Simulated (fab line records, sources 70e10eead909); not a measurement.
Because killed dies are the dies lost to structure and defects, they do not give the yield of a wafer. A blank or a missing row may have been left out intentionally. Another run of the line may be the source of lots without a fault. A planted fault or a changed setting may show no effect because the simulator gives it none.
fab line records | flow nandHarc | part 2 of 2: steps 17 to 23 of 23
record lots=5 wafers=15 lastDay=33
route steps=1302 shown A_STAIRCASE@694
lots that met no fault: from a run of the same line without faults
startH: hours from the record's opening day to when the first of the lot's shown wafers began | waitH: hours from the lot's prior step to this one | " identical to the entry in the row above | L1.1+2: one row covering several wafers at once | - no value, or no start was given | * or withheld: withheld | < > ~ a bound
route shown NAME@n: a module of which the file shows steps, and the number in the route of the first | usual: the fault-free wafers' mean and standard deviation | same: alike in all rows | chamber/n: place in a boat | sites: readings site by site | _std_site: the standard deviation of these | _edge_site: mean of outer sites minus mean of inner sites | radiusMm: for every site, how far away it sits from the centre of the wafer | mask NAME#n: copy n | behind: tool/chamber where the wafer was last shaped | hold: cause of the lot's hold/its duration in hours/its outcome | device: names the non-switching transistor (n, p or np) | end of line: the route-end tests of the same wafers | a step with no rows: only its recipe | killed: not the wafer's yield, but the dies lost to structure and defects at the first sort | map: dies across one wafer; x = killed, . = not, _ = none there
set.NAME: setting as actually run; set.NAME@STEP: the setting as run at that earlier step | model.NAME: the simulator's own value behind a step, which no gauge read
lots at some steps of the route; a table a step, a row a wafer
services: the hour from which a tool's chamber was out of use, counted from the record's first day as startH (under 0 if before that day), plus the number of hours and why
## steps
# step NHARC_A_STAIRCASE_TRIM_198
# recipe timeS=211.2 o2FlowSccm=500 arFlowSccm=0 biasW=0 chemistry=O2
# usual drypumpMotorCurrentA=5.6/0.43 o2FlowSccm=500.0/1.4 oesProductAu=0.996/0.011 rfVppV=57.9/0.83 showerheadPlenumPTorr=3.56/0.11 throttleValvePct=17.036/0.0094
# same biasW=0
# columns lot.wafer tool chamber startH waitH drypumpMotorCurrentA o2FlowSccm oesProductAu rfHoursCounterH rfVppV showerheadPlenumPTorr throttleValvePct
L076.2 rieDiel-07 0 - - 6.2 500.5 0.988 19 59.6 3.73 17.026
L076.6 " 1 " " 5.0 501.2 0.989 - 58.3 3.62 17.049
L076.5 " 2 " " 5.2 499.2 0.996 - 58.8 3.66 17.030
L080.3 rieDiel-07 3 - - 5.3 498.8 0.986 32 57.5 3.48 17.029
L080.4 " 1 " " 5.0 502.0 1.000 32 57.5 3.61 17.043
L080.2 " 2 " " 5.3 497.2 0.993 34 57.6 3.65 17.052
L082.4 rieDiel-08 2 - - 5.4 499.1 1.013 14 57.8 3.50 17.031
L082.2 " 3 " " 5.5 498.7 0.993 22 57.8 3.33 17.032
L082.5 " 3 " " 5.5 499.4 0.997 - 58.2 3.33 17.036
L092.2 rieDiel-07 0 - - 6.2 502.0 0.988 19 58.7 3.71 17.029
L092.4 " 2 " " 5.3 499.4 1.002 18 57.2 3.63 17.022
L092.5 " 0 " " 6.2 503.3 0.997 - 57.1 3.71 17.045
L096.2 rieDiel-07 3 - - 5.3 499.0 0.997 28 58.1 3.45 17.047
L096.4 " 0 " " 6.1 499.6 0.995 30 57.2 3.70 17.041
L096.6 " 2 " " 5.3 498.6 1.001 - 57.6 3.62 17.044
# step NHARC_A_STAIRCASE_ETCH_199
# recipe targetDepthA=1000 timeS=40.5 ionEnergyEv=400 c4f8FlowSccm=20 o2FlowSccm=10 arFlowSccm=withheld rfW=600 biasW=1000 chemistry=C4F8/O2
# usual biasW=1000.0/3 oesProductAu=0.942/0.015 rfVppV=897/4.2
# columns lot.wafer tool chamber startH waitH biasW oesProductAu rfHoursCounterH rfVppV
L076.2 rieDiel-07 0 - - 1003.4 0.939 20 903
L076.5 " 3 " " 999.6 0.922 - 894
L076.6 " 0 " " 1003.9 0.940 - 905
L080.4 rieDiel-07 3 - - 998.5 0.938 32 895
L080.3 " 1 " " 1000.9 0.957 32 899
L080.2 " 2 " " 1001.6 0.943 34 899
L082.4 rieDiel-08 1 - - 1001.1 0.984 17 898
L082.2 " 2 " " 1002.9 0.960 14 894
L082.5 " 0 " " 998.6 0.951 - 896
L092.4 rieDiel-07 0 - - 1002.7 0.945 19 901
L092.2 " 1 " " 1000.4 0.933 20 899
L092.5 " 3 " " 1003.8 0.948 - 893
L096.4 rieDiel-07 1 - - 999.3 0.947 32 898
L096.2 " 3 " " 998.4 0.932 28 894
L096.6 " 1 " " 994.2 0.947 - 899
# step NHARC_A_STAIRCASE_TRIM_200
# recipe timeS=211.2 o2FlowSccm=500 arFlowSccm=0 biasW=0 chemistry=O2
# usual drypumpMotorCurrentA=5.6/0.41 o2FlowSccm=499.9/1.3 oesProductAu=0.995/0.01 rfVppV=57.9/0.8 showerheadPlenumPTorr=3.56/0.11 throttleValvePct=17.035/0.0088
# same biasW=0
# columns lot.wafer tool chamber startH waitH drypumpMotorCurrentA o2FlowSccm oesProductAu rfHoursCounterH rfVppV showerheadPlenumPTorr throttleValvePct
L076.2 rieDiel-07 0 - - 6.1 500.6 0.981 20 58.1 3.73 17.035
L076.5 " 0 " " 6.2 499.0 0.983 - 57.5 3.73 17.032
L076.6 " 1 " " 5.1 501.0 0.987 - 58.6 3.62 17.025
L080.2 rieDiel-07 2 - - 5.3 497.2 0.981 35 56.8 3.65 17.041
L080.4 " 3 " " 5.3 500.4 0.986 32 56.5 3.48 17.021
L080.3 " 0 " " 6.2 500.4 0.989 30 58.8 3.73 17.038
L082.2 rieDiel-08 1 - - 5.7 498.5 1.010 17 56.9 3.58 17.033
L082.4 " 2 " " 5.4 501.6 1.014 14 58.1 3.50 17.044
L082.5 " 2 " " 5.4 500.6 1.009 - 59.4 3.50 17.039
L092.2 rieDiel-07 1 - - 5.0 498.9 0.982 20 58.5 3.59 17.041
L092.4 " 0 " " 6.1 499.6 0.990 20 58.3 3.71 17.010
L092.5 " 2 " " 5.3 498.6 1.000 - 56.9 3.63 17.038
L096.4 rieDiel-07 0 - - 6.2 499.2 0.986 30 57.5 3.70 17.033
L096.2 " 1 " " 5.0 499.8 0.985 32 58.9 3.59 17.033
L096.6 " 0 " " 6.2 500.4 0.982 - 57.7 3.70 17.047
# step NHARC_A_STAIRCASE_ETCH_201
# recipe targetDepthA=1000 timeS=40.5 ionEnergyEv=400 c4f8FlowSccm=20 o2FlowSccm=10 arFlowSccm=withheld rfW=600 biasW=1000 chemistry=C4F8/O2
# usual biasW=1000/3.1 oesProductAu=0.942/0.014 rfVppV=897/4
# columns lot.wafer tool chamber startH waitH biasW oesProductAu rfHoursCounterH rfVppV
L076.2 rieDiel-07 2 - - 997 0.953 23 901
L076.5 " 3 " " 999 0.931 - 897
L076.6 " 0 " " 998 0.939 - 904
L080.3 rieDiel-07 1 - - 1000 0.948 32 897
L080.4 " 2 " " 1007 0.933 35 900
L080.2 " 3 " " 999 0.927 33 895
L082.2 rieDiel-08 0 - - 1004 0.940 14 897
L082.4 " 1 " " 998 0.951 17 899
L082.5 " 0 " " 1007 0.948 - 895
L092.4 rieDiel-07 1 - - 1000 0.923 20 900
L092.2 " 3 " " 1002 0.938 18 893
L092.5 " 1 " " 1001 0.929 - 899
L096.2 rieDiel-07 1 - - 1005 0.931 32 898
L096.4 " 2 " " 1001 0.946 30 899
L096.6 " 0 " " 1002 0.939 - 901
# step NHARC_A_STAIRCASE_TRIM_202
# recipe timeS=211.2 o2FlowSccm=500 arFlowSccm=0 biasW=0 chemistry=O2
# usual drypumpMotorCurrentA=5.6/0.43 o2FlowSccm=500.1/1.5 oesProductAu=0.997/0.011 rfVppV=57.9/0.82 showerheadPlenumPTorr=3.55/0.11 throttleValvePct=17.036/0.0091
# same biasW=0
# columns lot.wafer tool chamber startH waitH drypumpMotorCurrentA o2FlowSccm oesProductAu rfHoursCounterH rfVppV showerheadPlenumPTorr throttleValvePct
L076.2 rieDiel-07 1 - - 5.0 499.8 0.992 21 58.6 3.62 17.053
L076.5 " 3 " " 5.3 501.3 0.993 - 57.3 3.48 17.040
L076.6 " 0 " " 6.2 497.6 0.991 - 58.4 3.73 17.024
L080.2 rieDiel-07 1 - - 5.0 501.0 1.010 32 57.3 3.61 17.036
L080.3 " 3 " " 5.3 503.6 0.992 33 57.3 3.48 17.029
L080.4 " 0 " " 6.2 500.6 0.982 30 58.4 3.73 17.033
L082.4 rieDiel-08 1 - - 5.7 501.3 1.017 17 58.4 3.58 17.029
L082.2 " 2 " " 5.4 501.3 1.014 15 56.7 3.50 17.035
L082.5 " 1 " " 5.7 500.5 1.023 - 58.5 3.58 17.033
L092.4 rieDiel-07 0 - - 6.1 499.8 0.985 20 58.3 3.71 17.034
L092.2 " 2 " " 5.2 497.2 1.004 19 58.3 3.63 17.048
L092.5 " 3 " " 5.2 500.3 1.007 - 58.5 3.46 17.050
L096.4 rieDiel-07 3 - - 5.3 502.4 0.998 28 57.7 3.45 17.030
L096.2 " 0 " " 6.1 499.8 0.985 30 59.6 3.70 17.051
L096.6 " 3 " " 5.3 502.1 1.006 - 57.2 3.45 17.040
# step NHARC_A_STAIRCASE_ETCH_203
# recipe targetDepthA=1000 timeS=40.5 ionEnergyEv=400 c4f8FlowSccm=20 o2FlowSccm=10 arFlowSccm=withheld rfW=600 biasW=1000 chemistry=C4F8/O2
# usual biasW=999.9/2.8 oesProductAu=0.944/0.015 rfVppV=897/3.9
# columns lot.wafer tool chamber startH waitH biasW oesProductAu rfHoursCounterH rfVppV
L076.2 rieDiel-07 2 - - 999.9 0.943 23 900
L076.5 " 2 " " 1001.1 0.941 - 900
L076.6 " 3 " " 999.4 0.925 - 894
L080.4 rieDiel-07 1 - - 1002.1 0.946 32 900
L080.2 " 2 " " 999.8 0.947 35 899
L080.3 " 0 " " 1001.4 0.936 30 903
L082.2 rieDiel-08 0 - - 1000.6 0.948 14 895
L082.4 " 3 " " 1004.4 0.937 22 890
L082.5 " 1 " " 995.6 0.953 - 897
L092.4 rieDiel-07 1 - - 999.1 0.946 21 899
L092.2 " 2 " " 1000.4 0.948 19 900
L092.5 " 2 " " 997.7 0.935 - 899
L096.2 rieDiel-07 2 - - 1000.2 0.949 30 901
L096.4 " 3 " " 1000.4 0.938 28 893
L096.6 " 2 " " 997.4 0.944 - 898
# step NHARC_A_STAIRCASE_STRIP_205
# recipe powerW=1500 tempC=250 chemistry=O2
# usual drypumpMotorCurrentA=5.8/0.45 heaterPowerW=325/22
# columns lot.wafer tool chamber startH waitH drypumpMotorCurrentA heaterPowerW rfHoursCounterH
L076.2 plasmaAsher-01 0 378.96 0.1 5.6 317 5
L076.6 " 1 " " 5.1 305 -
L076.5 " 0 " " 5.6 319 -
L080.2 plasmaAsher-02 1 408.92 0.1 6.2 365 32
L080.4 " 1 " " 6.2 356 -
L080.3 " 0 " " 6.2 316 -
L082.2 plasmaAsher-01 0 434.68 0.1 5.6 322 17
L082.4 " 1 " " 5.1 296 -
L082.5 " 0 " " 5.6 322 -
L092.2 plasmaAsher-01 1 541.10 0.1 5.1 296 3
L092.4 " 1 " " 5.1 300 -
L092.5 " 1 " " 5.1 299 -
L096.2 plasmaAsher-02 0 577.58 0.1 6.1 324 30
L096.4 " 0 " " 6.1 324 -
L096.6 " 0 " " 6.1 320 -
## services
# columns tool chamber startH hours kind
rieDiel-08 2 353.29 3.9 repair
rieDiel-06 2 355.50 4.1 repair
plasmaAsher-02 - 361.31 2.0 repair
rieDiel-08 - 371.10 9.0 pm
rieDiel-08 2 393.50 11.2 repair
rieDiel-08 0 393.82 3.0 repair
lithoTrack-02 - 402.00 7.0 pm
rieDiel-08 1 416.73 3.3 repair
lithoTrack-07 - 426.00 7.0 pm
rieDiel-07 1 442.29 7.0 repair
plasmaAsher-01 - 451.33 1.3 repair
krfScanner-01 - 462.66 3.2 repair
rieDiel-07 - 471.29 9.0 pm
lithoTrack-05 - 474.00 7.0 pm
krfScanner-01 - 484.00 4.0 pm
rieDiel-06 - 484.74 9.0 pm
rieDiel-08 1 507.94 34.1 repair
rieDiel-08 - 510.07 0.4 repair
krfScanner-01 - 518.39 0.3 repair
plasmaAsher-01 - 519.15 9.0 pm
rieDiel-08 - 548.92 9.0 pm
rieDiel-06 - 552.38 2.1 repair
rieDiel-06 3 573.18 5.0 repair
lithoTrack-02 - 577.00 7.0 pm
